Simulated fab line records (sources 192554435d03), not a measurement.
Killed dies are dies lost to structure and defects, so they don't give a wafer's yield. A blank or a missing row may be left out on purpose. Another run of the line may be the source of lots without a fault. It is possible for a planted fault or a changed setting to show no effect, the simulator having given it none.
fab line records | flow n5Finfet
record lots=24 wafers=72 lastDay=18
route steps=1938 shown BEOL_M9@1414 BEOL_M10@1506
lots untouched by any fault: they come from a run of this same line in which no faults occurred
startH: hours from the record's first day to the start of the lot's first wafer shown | waitH: how many hours have passed since the lot's step before this one | " as in the row above | L1.1+2: one row covering several wafers at once | - no value, or no start given | * or withheld: withheld | < > ~ a bound
route shown NAME@n: names a module that has steps shown in the file, with the first one's number in the route | usual: mean/standard deviation taken from wafers without a fault | same: alike in all rows | chamber/n: place in a boat | sites: the reading at each site | _std_site: how widely they spread, as a standard deviation | _edge_site: outer sites' mean less inner sites' | radiusMm: how far each site lies from the wafer's centre | mask NAME#n: copy n | behind: the most recent tool/chamber to have shaped the wafer | hold: why the lot went on hold/how many hours it stayed there/how the hold came to an end | device: the transistor (n, p or np) that didn't switch | end of line: the same wafers' tests at the end of the route | a step given without rows: its recipe and nothing more | killed: the dies lost at the first sort to structure and to defects; this is not the yield of the wafer | map: the dies of a wafer, with x for killed, . for not killed, _ for no die there
set.NAME: the run value of the setting; set.NAME@STEP: its run value at that earlier step | model.NAME: the simulator's own value behind a step, which no gauge read
route steps across a sampled set of lots; one table per step, one row per wafer
services: when a tool's chamber went out of use (startH, in hours from the record's first day, below 0 if earlier), for how many hours, and the reason
## steps
# step N5_BEOL_M9_CD_MEAS_11
# recipe targetCdNm=64.1 landingEnergyEv=500 detector=seInlens polarity=opening
# usual cdNm=64.1/0.6
# columns lot.wafer tool chamber startH waitH cdNm
L074.3 cdSem-03 0 204.52 - 64.4
L074.4 " 0 " " 64.9
L074.5 " 0 " " 64.3
L075.2 cdSem-02 0 210.08 - 64.8
L075.5 " 0 " " 63.5
L075.6 " 0 " " 64.4
L076.1 cdSem-03 0 230.51 - 64.8
L076.4 " 0 " " 64.3
L076.6 " 0 " " 64.3
L080.3 cdSem-01 0 246.36 - 63.1
L080.4 " 0 " " 64.2
L080.5 " 0 " " 63.8
L078.1 cdSem-03 0 248.70 - 63.2
L078.2 " 0 " " 62.7
L078.5 " 0 " " 63.5
L077.3 cdSem-02 0 249.01 - 64.1
L077.5 " 0 " " 64.3
L077.6 " 0 " " 63.2
L079.3 cdSem-01 0 249.21 - 63.4
L079.4 " 0 " " 64.2
L079.6 " 0 " " 64.5
L082.2 cdSem-02 0 252.56 - 63.2
L082.3 " 0 " " 63.3
L082.6 " 0 " " 63.2
L083.2 cdSem-01 0 252.96 - 65.1
L083.5 " 0 " " 64.5
L083.6 " 0 " " 63.4
L081.1 cdSem-01 0 261.03 - 64.7
L081.5 " 0 " " 63.7
L081.6 " 0 " " 64.2
L084.1 cdSem-01 0 280.40 - 64.1
L084.3 " 0 " " 65.1
L084.4 " 0 " " 63.7
L085.1 cdSem-01 0 285.13 - 63.6
L085.4 " 0 " " 64.2
L085.6 " 0 " " 64.3
L086.1 cdSem-01 0 295.33 - 64.0
L086.3 " 0 " " 64.7
L086.5 " 0 " " 64.7
L088.1 cdSem-01 0 298.81 - 63.3
L088.3 " 0 " " 64.0
L088.4 " 0 " " 64.7
L087.1 cdSem-01 0 302.08 - 64.1
L087.4 " 0 " " 64.1
L087.5 " 0 " " 63.9
L089.1 cdSem-01 0 314.28 - 64.3
L089.4 " 0 " " 65.1
L089.5 " 0 " " 64.9
L090.1 cdSem-02 0 318.14 - 63.7
L090.2 " 0 " " 63.8
L090.5 " 0 " " 64.1
L091.2 cdSem-03 0 322.66 - 64.3
L091.3 " 0 " " 63.6
L091.6 " 0 " " 64.3
L092.2 cdSem-03 0 322.83 - 63.9
L092.3 " 0 " " 64.3
L092.4 " 0 " " 64.0
L093.1 cdSem-01 0 330.36 - 64.9
L093.3 " 0 " " 64.6
L093.6 " 0 " " 64.7
L094.2 cdSem-02 0 336.98 - 64.5
L094.3 " 0 " " 64.5
L094.5 " 0 " " 64.8
L095.1 cdSem-01 0 342.25 - 64.5
L095.3 " 0 " " 63.8
L095.4 " 0 " " 64.5
L096.1 cdSem-03 0 359.98 - 63.6
L096.3 " 0 " " 64.2
L096.5 " 0 " " 63.7
L097.1 cdSem-03 0 363.73 - 64.3
L097.3 " 0 " " 64.4
L097.5 " 0 " " 63.9
# step N5_BEOL_M9_OCD_MEAS_38
# usual trenchDepthNm=150.7/2.9
# columns lot.wafer tool chamber startH waitH trenchDepthNm
L074.3 ocd-01 - 207.62 - 152.2
L074.4 " - " " 150.2
L074.5 " - " " 152.3
L075.2 ocd-01 - 212.81 - 148.3
L075.5 " - " " 151.5
L075.6 " - " " 147.3
L076.1 ocd-01 - 234.90 - 148.0
L076.4 " - " " 148.8
L076.6 " - " " 148.3
L080.3 ocd-01 - 247.88 - 149.3
L080.4 " - " " 149.5
L080.5 " - " " 152.3
L078.1 ocd-02 - 252.17 - 149.5
L078.2 " - " " 144.9
L078.5 " - " " 149.8
L077.3 ocd-01 - 252.74 - 147.3
L077.5 " - " " 152.9
L077.6 " - " " 147.4
L079.3 ocd-02 - 253.16 - 148.6
L079.4 " - " " 146.3
L079.6 " - " " 148.5
L082.2 ocd-01 - 255.01 - 150.4
L082.3 " - " " 155.4
L082.6 " - " " 148.8
L083.2 ocd-01 - 256.58 - 148.6
L083.5 " - " " 148.8
L083.6 " - " " 148.2
L081.1 ocd-02 - 263.88 - 147.0
L081.5 " - " " 154.8
L081.6 " - " " 151.1
L084.1 ocd-02 - 282.50 - 152.3
L084.3 " - " " 154.0
L084.4 " - " " 150.7
L085.1 ocd-01 - 289.97 - 150.1
L085.4 " - " " 155.8
L085.6 " - " " 147.9
L086.1 ocd-01 - 298.40 - 151.2
L086.3 " - " " 149.3
L086.5 " - " " 149.3
L088.1 ocd-02 - 300.46 - 150.9
L088.3 " - " " 153.0
L088.4 " - " " 153.3
L087.1 ocd-02 - 305.19 - 153.9
L087.4 " - " " 154.1
L087.5 " - " " 148.4
L089.1 ocd-02 - 317.66 - 152.8
L089.4 " - " " 151.5
L089.5 " - " " 150.7
L090.1 ocd-01 - 323.46 - 154.4
L090.2 " - " " 152.8
L090.5 " - " " 153.7
L091.2 ocd-01 - 327.11 - 155.7
L091.3 " - " " 149.5
L091.6 " - " " 154.2
L092.2 ocd-01 - 327.55 - 154.4
L092.3 " - " " 154.5
L092.4 " - " " 149.7
L093.1 ocd-01 - 334.35 - 149.3
L093.3 " - " " 154.8
L093.6 " - " " 154.4
L094.2 ocd-01 - 341.71 - 150.9
L094.3 " - " " 147.1
L094.5 " - " " 152.0
L095.1 ocd-01 - 344.82 - 149.1
L095.3 " - " " 150.4
L095.4 " - " " 149.5
L096.1 ocd-01 - 363.20 - 153.5
L096.3 " - " " 150.8
L096.5 " - " " 148.3
L097.1 ocd-02 - 365.20 - 152.8
L097.3 " - " " 147.3
L097.5 " - " " 149.2
# step N5_BEOL_M9_ANNEAL_51
# recipe tempC=225 timeS=90 ambient=N2
# usual wafer_temp_C_max=226.2/0.38
# columns lot.wafer tool chamber startH waitH wafer_temp_C_max
L074.3 rtpAnneal-02 0 210.21 0.2 227.1
L074.4 " 0 " " 226.8
L074.5 " 0 " " 226.6
L075.2 rtpAnneal-02 0 215.33 0.1 226.5
L075.5 " 0 " " 225.8
L075.6 " 0 " " 226.2
L076.1 rtpAnneal-01 0 236.89 0.4 225.6
L076.4 " 0 " " 225.7
L076.6 " 0 " " 226.0
L080.3 rtpAnneal-01 0 249.97 0.4 226.0
L080.4 " 0 " " 226.0
L080.5 " 0 " " 226.1
L078.1 rtpAnneal-01 0 254.72 0.6 225.9
L078.2 " 0 " " 226.1
L078.5 " 0 " " 226.1
L077.3 rtpAnneal-02 0 254.97 0.6 226.0
L077.5 " 0 " " 226.4
L077.6 " 0 " " 226.3
L079.3 rtpAnneal-02 0 255.24 0.5 226.5
L079.4 " 0 " " 226.3
L079.6 " 0 " " 226.3
L082.2 rtpAnneal-01 0 257.70 0.2 226.0
L082.3 " 0 " " 225.9
L082.6 " 0 " " 225.5
L083.2 rtpAnneal-02 0 258.31 0.2 226.5
L083.5 " 0 " " 226.9
L083.6 " 0 " " 226.8
L081.1 rtpAnneal-01 0 266.31 0.1 225.7
L081.5 " 0 " " 226.0
L081.6 " 0 " " 225.8
L084.1 rtpAnneal-01 0 285.04 0.3 225.6
L084.3 " 0 " " 226.4
L084.4 " 0 " " 226.1
L085.1 rtpAnneal-02 0 292.46 0.1 226.6
L085.4 " 0 " " 226.5
L085.6 " 0 " " 226.5
L086.1 rtpAnneal-01 0 300.13 0.1 225.4
L086.3 " 0 " " 225.6
L086.5 " 0 " " 225.9
L088.1 rtpAnneal-01 0 302.28 0.5 225.6
L088.3 " 0 " " 226.0
L088.4 " 0 " " 226.0
L087.1 rtpAnneal-02 0 307.04 0.1 226.1
L087.4 " 0 " " 225.8
L087.5 " 0 " " 226.2
L089.1 rtpAnneal-02 0 319.43 0.1 226.3
L089.4 " 0 " " 226.4
L089.5 " 0 " " 226.4
L090.1 rtpAnneal-02 0 325.44 0.1 226.5
L090.2 " 0 " " 226.3
L090.5 " 0 " " 226.4
L091.2 rtpAnneal-02 0 328.94 0.4 226.4
L091.3 " 0 " " 226.1
L091.6 " 0 " " 226.1
L092.2 rtpAnneal-01 0 329.41 0.2 226.1
L092.3 " 0 " " 225.9
L092.4 " 0 " " 225.6
L093.1 rtpAnneal-02 0 336.85 0.1 226.4
L093.3 " 0 " " 226.9
L093.6 " 0 " " 226.5
L094.2 rtpAnneal-02 0 345.03 0.1 226.9
L094.3 " 0 " " 226.9
L094.5 " 0 " " 226.3
L095.1 rtpAnneal-01 0 346.65 0.1 225.8
L095.3 " 0 " " 226.1
L095.4 " 0 " " 225.6
L096.1 rtpAnneal-02 0 365.10 0.1 226.3
L096.3 " 0 " " 225.8
L096.5 " 0 " " 226.6
L097.1 rtpAnneal-01 0 367.56 0.2 225.9
L097.3 " 0 " " 226.0
L097.5 " 0 " " 226.1
# step N5_BEOL_M9_THK_MEAS_53
# recipe thkMeasGauge=xrf reads=Cu_of_BEOL_M9_ECD_50
# usual M9_THK=138/3.3
# columns lot.wafer tool chamber startH waitH M9_THK[nm]
L074.3 filmMetro-01 - 210.73 - 137
L074.4 " - " " 137
L074.5 " - " " 137
L075.2 filmMetro-02 - 215.89 - 137
L075.5 " - " " 141
L075.6 " - " " 136
L076.1 filmMetro-01 - 237.75 - 135
L076.4 " - " " 136
L076.6 " - " " 135
L080.3 filmMetro-02 - 250.47 - 139
L080.4 " - " " 137
L080.5 " - " " 142
L078.1 filmMetro-01 - 255.41 - 136
L078.2 " - " " 132
L078.5 " - " " 135
L077.3 filmMetro-01 - 255.47 - 135
L077.5 " - " " 140
L077.6 " - " " 134
L079.3 filmMetro-01 - 255.76 - 134
L079.4 " - " " 133
L079.6 " - " " 134
L082.2 filmMetro-01 - 258.26 - 136
L082.3 " - " " 142
L082.6 " - " " 135
L083.2 filmMetro-01 - 258.86 - 136
L083.5 " - " " 134
L083.6 " - " " 133
L081.1 filmMetro-01 - 266.90 - 133
L081.5 " - " " 141
L081.6 " - " " 139
L084.1 filmMetro-02 - 285.63 - 141
L084.3 " - " " 144
L084.4 " - " " 139
L085.1 filmMetro-01 - 293.11 - 140
L085.4 " - " " 143
L085.6 " - " " 137
L086.1 filmMetro-02 - 300.72 - 139
L086.3 " - " " 137
L086.5 " - " " 138
L088.1 filmMetro-01 - 302.87 - 137
L088.3 " - " " 139
L088.4 " - " " 141
L087.1 filmMetro-02 - 307.63 - 143
L087.4 " - " " 142
L087.5 " - " " 137
L089.1 filmMetro-02 - 320.02 - 142
L089.4 " - " " 140
L089.5 " - " " 140
L090.1 filmMetro-01 - 326.03 - 141
L090.2 " - " " 143
L090.5 " - " " 144
L091.2 filmMetro-02 - 329.50 - 144
L091.3 " - " " 137
L091.6 " - " " 141
L092.2 filmMetro-01 - 329.98 - 141
L092.3 " - " " 140
L092.4 " - " " 135
L093.1 filmMetro-01 - 337.44 - 138
L093.3 " - " " 141
L093.6 " - " " 141
L094.2 filmMetro-01 - 345.58 - 135
L094.3 " - " " 133
L094.5 " - " " 137
L095.1 filmMetro-01 - 347.24 - 134
L095.3 " - " " 135
L095.4 " - " " 134
L096.1 filmMetro-01 - 365.70 - 139
L096.3 " - " " 136
L096.5 " - " " 134
L097.1 filmMetro-01 - 368.15 - 142
L097.3 " - " " 133
L097.5 " - " " 137
# step N5_BEOL_M9_DEP_56
# recipe material=SiCN targetThkA=150 tempC=withheld precursor=3MS/NH3 pressureTorr=3 rfW=202 timeS=26.5
# usual showerheadPlenumPTorr=3.672/0.013 throttleValvePct=8.9/0.43
# columns lot.wafer tool chamber startH waitH showerheadPlenumPTorr throttleValvePct
L074.3 pecvd-03 2 210.79 0.0 3.675 9.4
L074.4 " 0 " " 3.664 8.5
L074.5 " 1 " " 3.651 9.8
L075.2 pecvd-01 0 215.95 0.0 3.689 8.6
L075.5 " 1 " " 3.665 9.0
L075.6 " 0 " " 3.689 8.8
L076.1 pecvd-01 2 237.81 0.0 3.688 8.2
L076.4 " 0 " " 3.684 8.8
L076.6 " 2 " " 3.689 8.2
L080.3 pecvd-02 1 250.53 0.0 3.665 8.8
L080.4 " 1 " " 3.666 8.8
L080.5 " 2 " " 3.669 9.0
L078.1 pecvd-03 1 255.47 0.0 3.654 9.5
L078.2 " 2 " " 3.689 9.1
L078.5 " 0 " " 3.657 8.5
L077.3 pecvd-02 2 255.54 0.0 3.669 8.9
L077.5 " 2 " " 3.669 8.7
L077.6 " 1 " " 3.671 8.7
L079.3 pecvd-01 0 255.82 0.0 3.692 8.9
L079.4 " 0 " " 3.685 8.8
L079.6 " 2 " " 3.685 8.0
L082.2 pecvd-02 0 258.32 0.0 3.670 9.0
L082.3 " 2 " " 3.673 8.6
L082.6 " 1 " " 3.660 8.5
L083.2 pecvd-02 1 258.92 0.0 3.670 8.8
L083.5 " 2 " " 3.661 9.1
L083.6 " 0 " " 3.662 9.0
L081.1 pecvd-01 2 266.96 0.0 3.692 8.1
L081.5 " 0 " " 3.681 8.6
L081.6 " 1 " " 3.676 8.9
L084.1 pecvd-03 2 285.69 0.0 3.687 9.2
L084.3 " 1 " " 3.656 9.7
L084.4 " 1 " " 3.653 9.6
L085.1 pecvd-03 2 293.18 0.0 3.686 9.1
L085.4 " 1 " " 3.655 10.0
L085.6 " 1 " " 3.651 9.5
L086.1 pecvd-02 0 300.78 0.0 3.659 8.9
L086.3 " 2 " " 3.665 9.0
L086.5 " 2 " " 3.665 8.8
L088.1 pecvd-03 2 302.93 0.0 3.683 9.2
L088.3 " 1 " " 3.650 9.6
L088.4 " 1 " " 3.654 9.7
L087.1 pecvd-01 0 307.69 0.0 3.679 9.2
L087.4 " 0 " " 3.681 8.7
L087.5 " 2 " " 3.697 8.3
L089.1 pecvd-01 1 320.08 0.0 3.661 8.8
L089.4 " 2 " " 3.694 8.3
L089.5 " 1 " " 3.675 8.8
L090.1 pecvd-01 2 326.09 0.0 3.686 8.3
L090.2 " 0 " " 3.678 9.2
L090.5 " 2 " " 3.684 8.2
L091.2 pecvd-01 1 329.57 0.0 3.671 9.1
L091.3 " 0 " " 3.685 8.8
L091.6 " 0 " " 3.677 8.9
L092.2 pecvd-02 2 330.04 0.0 3.663 9.1
L092.3 " 1 " " 3.674 8.7
L092.4 " 2 " " 3.677 8.8
L093.1 pecvd-02 0 337.50 0.0 3.655 8.5
L093.3 " 1 " " 3.672 8.7
L093.6 " 1 " " 3.673 8.5
L094.2 pecvd-02 1 345.64 0.0 3.665 8.7
L094.3 " 0 " " 3.665 8.8
L094.5 " 0 " " 3.666 9.1
L095.1 pecvd-03 1 347.31 0.0 3.659 9.5
L095.3 " 0 " " 3.657 8.7
L095.4 " 1 " " 3.652 9.6
L096.1 pecvd-03 1 365.77 0.0 3.654 9.8
L096.3 " 0 " " 3.666 8.7
L096.5 " 1 " " 3.661 9.7
L097.1 pecvd-02 1 368.21 0.0 3.668 8.5
L097.3 " 0 " " 3.656 8.8
L097.5 " 1 " " 3.677 8.4
# step N5_BEOL_M10_ETCH_65
# recipe chemistry=CF4 target=SiARC targetDepthA=390 maskMaterial=CAR-ArF timeS=65 ionEnergyEv=80 pressureMtorr=40 sourceW=545 biasW=36 Ar_flow_sccm=100 cf4FlowSccm=100 ends=cleared
# usual drypumpMotorCurrentA=5.8/0.48 etchRfOnTimeS=65.0/1.5 oesProductAu=0.70/0.075 rfVppV=184.3/1.2 showerheadPlenumPTorr=2.17/0.068 throttleValvePct=15.49/0.15
# columns lot.wafer tool chamber startH waitH drypumpMotorCurrentA etchRfOnTimeS oesProductAu rfHoursCounterH rfVppV showerheadPlenumPTorr throttleValvePct
L074.3 rieDiel-03 0 214.83 0.0 5.6 63.8 0.62 206 183.1 2.12 15.51
L074.4 " 1 " " 5.3 65.9 0.70 87 184.5 2.16 15.39
L074.5 " 1 " " 5.3 66.3 0.68 - 185.7 2.16 15.40
L075.2 rieDiel-03 0 224.81 0.0 5.6 63.2 0.62 208 184.7 2.12 15.53
L075.5 " 2 " " 5.4 64.9 0.67 - 183.9 2.14 15.42
L075.6 " 3 " " 5.7 64.3 0.80 - 185.4 2.27 15.41
L076.1 rieDiel-04 3 241.20 0.0 6.4 65.3 0.72 61 183.4 2.18 15.65
L076.4 " 1 " " 6.3 62.3 0.82 - 183.6 2.10 15.20
L076.6 " 3 " " 6.4 65.8 0.71 - 184.5 2.18 15.66
L080.3 rieDiel-04 0 254.07 0.0 6.7 64.8 0.75 28 186.0 2.27 15.55
L080.4 " 3 " " 6.4 66.4 0.71 67 184.4 2.18 15.65
L080.5 " 0 " " 6.7 65.1 0.75 - 183.8 2.27 15.53
L077.3 rieDiel-02 0 260.06 0.0 5.3 66.6 0.59 232 182.6 2.03 15.60
L077.5 " 3 " " 5.6 63.1 0.61 - 183.5 2.12 15.65
L077.6 " 0 " " 5.3 66.3 0.59 - 181.1 2.03 15.57
L079.3 rieDiel-04 0 260.31 0.0 6.7 63.7 0.74 30 186.4 2.26 15.55
L079.4 " 2 " " 5.6 66.2 0.82 2 186.3 2.27 15.32
L079.6 " 1 " " 6.3 61.7 0.80 - 183.0 2.09 15.20
L078.1 rieDiel-03 1 260.70 0.0 5.3 65.7 0.68 102 182.8 2.16 15.43
L078.2 " 3 " " 5.7 63.6 0.78 26 186.2 2.27 15.45
L078.5 " 1 " " 5.3 65.4 0.68 - 184.6 2.16 15.43
L083.2 rieDiel-03 2 265.03 0.0 5.4 64.7 0.66 132 183.8 2.14 15.45
L083.5 " 3 " " 5.7 64.2 0.77 - 185.2 2.27 15.46
L083.6 " 1 " " 5.3 65.3 0.68 - 183.7 2.16 15.41
L082.2 rieDiel-02 3 265.49 0.0 5.6 63.7 0.62 206 184.3 2.12 15.64
L082.3 " 0 " " 5.3 66.9 0.59 234 184.0 2.03 15.60
L082.6 " 3 " " 5.6 63.7 0.61 - 184.9 2.12 15.64
L081.1 rieDiel-02 3 272.66 0.0 5.6 63.6 0.61 210 183.4 2.12 15.67
L081.5 " 1 " " 6.2 67.7 0.58 - 185.0 2.19 15.68
L081.6 " 3 " " 5.6 63.6 0.62 - 183.9 2.12 15.65
L084.1 rieDiel-04 0 291.81 0.0 6.7 64.1 0.74 41 185.5 2.26 15.55
L084.3 " 1 " " 6.3 61.6 0.78 33 184.1 2.09 15.24
L084.4 " 3 " " 6.4 65.2 0.70 80 182.9 2.17 15.69
L085.1 rieDiel-02 1 298.69 0.0 6.2 66.3 0.81 4 184.1 2.19 15.17
L085.4 " 2 " " 5.2 65.0 0.82 11 184.0 2.19 15.53
L085.6 " 2 " " 5.2 64.0 0.82 - 184.3 2.19 15.53
L086.1 rieDiel-02 3 305.00 0.0 5.6 62.6 0.60 224 183.2 2.12 15.67
L086.3 " 2 " " 5.2 64.7 0.81 14 184.7 2.19 15.53
L086.5 " 1 " " 6.3 66.5 0.80 - 184.0 2.19 15.20
L088.1 rieDiel-02 3 308.68 0.0 5.6 62.7 0.61 226 183.6 2.12 15.68
L088.3 " 1 " " 6.2 66.9 0.80 8 184.8 2.19 15.19
L088.4 " 2 " " 5.2 65.1 0.81 - 183.8 2.19 15.53
L087.1 rieDiel-03 3 312.12 0.0 5.7 64.2 0.75 42 186.4 2.26 15.48
L087.4 " 2 " " 5.4 65.7 0.64 - 183.8 2.13 15.48
L087.5 " 3 " " 5.7 64.4 0.76 - 185.9 2.26 15.47
L089.1 rieDiel-04 1 326.75 0.0 6.3 61.9 0.76 45 182.3 2.09 15.26
L089.4 " 3 " " 6.4 64.7 0.69 93 184.3 2.17 15.71
L089.5 " 2 " " 5.6 67.0 0.76 - 185.8 2.26 15.39
L090.1 rieDiel-03 1 330.33 0.0 5.3 65.7 0.67 124 184.4 2.15 15.46
L090.2 " 0 " " 5.6 63.6 0.60 240 182.4 2.11 15.59
L090.5 " 1 " " 5.3 65.7 0.67 - 184.7 2.15 15.48
L091.2 rieDiel-04 2 332.42 0.0 5.6 67.1 0.75 28 184.4 2.26 15.38
L091.3 " 1 " " 6.3 61.7 0.77 47 183.0 2.08 15.27
L091.6 " 0 " " 6.7 65.0 0.71 - 183.8 2.26 15.59
L092.2 rieDiel-03 0 332.89 0.0 5.6 63.9 0.59 241 184.6 2.11 15.58
L092.3 " 2 " " 5.4 65.0 0.65 151 182.5 2.13 15.49
L092.4 " 1 " " 5.3 65.9 0.66 125 184.1 2.15 15.46
L093.1 rieDiel-03 2 340.96 0.0 5.4 65.3 0.64 154 182.2 2.13 15.46
L093.3 " 3 " " 5.7 65.6 0.73 53 187.2 2.26 15.52
L093.6 " 2 " " 5.4 65.9 0.63 - 183.7 2.13 15.50
L094.2 rieDiel-03 3 354.52 0.0 5.7 63.5 0.73 60 186.0 2.26 15.52
L094.3 " 1 " " 5.3 65.0 0.66 133 184.7 2.15 15.50
L094.5 " 2 " " 5.4 64.4 0.64 - 182.1 2.13 15.49
L095.1 rieDiel-02 3 355.09 0.0 5.6 63.4 0.59 245 184.1 2.11 15.74
L095.3 " 0 " " 5.3 66.2 0.78 12 185.2 2.27 15.14
L095.4 " 1 " " 6.2 66.8 0.76 26 184.8 2.18 15.24
L096.1 rieDiel-04 0 369.95 0.0 6.7 65.7 0.69 65 187.5 2.25 15.62
L096.3 " 3 " " 6.4 66.5 0.68 102 184.1 2.16 15.71
L096.5 " 1 " " 6.3 62.7 0.75 - 183.1 2.08 15.26
L097.1 rieDiel-04 3 372.68 0.0 6.4 65.1 0.69 103 183.9 2.16 15.73
L097.3 " 2 " " 5.6 66.3 0.75 38 186.1 2.26 15.41
L097.5 " 0 " " 6.7 64.5 0.69 - 184.8 2.25 15.62
## services
# columns tool chamber startH hours kind
rieDiel-03 3 189.80 9.6 repair
pecvd-02 1 197.56 2.1 scheduledDown
rieDiel-03 - 219.02 2.8 pm
pecvd-03 0 227.38 25.5 repair
rieDiel-04 2 235.93 - clean
rieDiel-04 2 235.93 - consumableReplace:focusRing
rieDiel-04 2 235.93 - consumableReplace:showerhead
rieDiel-03 0 259.75 6.6 repair
rieDiel-02 0 261.10 2.4 repair
pecvd-01 - 262.81 2.8 pm
pecvd-02 - 265.94 6.0 pm
pecvd-02 - 289.68 2.4 repair
rieDiel-03 0 310.73 1.4 repair
rieDiel-03 2 316.71 5.3 repair
pecvd-03 1 321.47 16.8 repair
rieDiel-04 3 341.69 14.3 repair
rieDiel-02 - 344.12 2.0 repair
rieDiel-04 1 345.68 5.8 repair
rieDiel-04 - 346.66 14.6 pm
rieDiel-03 0 353.91 - clean
rieDiel-03 0 353.91 - consumableReplace:focusRing
rieDiel-03 0 353.91 15.8 scheduledDown
rieDiel-03 0 353.91 15.8 ventCycle
rieDiel-02 0 362.01 4.7 repair
## key
fault none
